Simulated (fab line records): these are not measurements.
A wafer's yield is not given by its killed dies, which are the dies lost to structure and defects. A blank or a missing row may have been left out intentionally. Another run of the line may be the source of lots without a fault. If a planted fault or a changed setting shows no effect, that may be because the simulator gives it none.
Matching of chambers :: flow n5 finfet :: 4 sister chambers for N5_BEOL_M8_ETCH_61 on rie diel-01
The step etches SiARC in CF4, target depth 45.5 nm, time 75.8 s. 4 wafers are shown with their chamber, then 7 later ones without.

## EACH WAFER AND ITS CHAMBER
wafer: L082.3
chamber: 2
showerhead plenum p Torr (Torr): 2.21

wafer: L086.3
chamber: 0
showerhead plenum p Torr (Torr): 2.07

wafer: L088.2
chamber: 3
showerhead plenum p Torr (Torr): 2.20

wafer: L088.3
chamber: 1
showerhead plenum p Torr (Torr): 2.09

## WAFERS WITHOUT THEIR CHAMBER
wafer: L088.5
showerhead plenum p Torr (Torr): 2.09

wafer: L092.1
showerhead plenum p Torr (Torr): 2.06

wafer: L092.2
showerhead plenum p Torr (Torr): 2.09

wafer: L092.4
showerhead plenum p Torr (Torr): 2.20

wafer: L093.3
showerhead plenum p Torr (Torr): 2.09

wafer: L093.5
showerhead plenum p Torr (Torr): 2.09

wafer: L093.6
showerhead plenum p Torr (Torr): 2.06

## WHICH CHAMBER EACH WENT THROUGH
wafer: L088.5
from the rows above: 1
in truth: 1

wafer: L092.1
from the rows above: 0
in truth: 0

wafer: L092.2
from the rows above: 1
in truth: 1

wafer: L092.4
from the rows above: can't be placed: 3 or 2
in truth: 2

wafer: L093.3
from the rows above: 1
in truth: 1

wafer: L093.5
from the rows above: 1
in truth: 1

wafer: L093.6
from the rows above: 0
in truth: 0
6 of 7 placed correctly. Unplaceable from these rows: 1, with the true chamber sitting among the candidates in 1. 0 placed wrongly.
How it was worked out, from the rows above alone: a wafer's distance from a chamber is the root of the sum, over the readings, of the square of ((its reading less the chamber's mean) divided by the reading's scatter). The wafer belongs to the nearest chamber; if the next one is less than 2 further off, it can't be placed. The mean given for a chamber averages the wafers shown for that chamber. The scatter (one wafer shown for each chamber): square how far every hidden wafer sits from the nearest shown wafer, average those squares and take the square root.
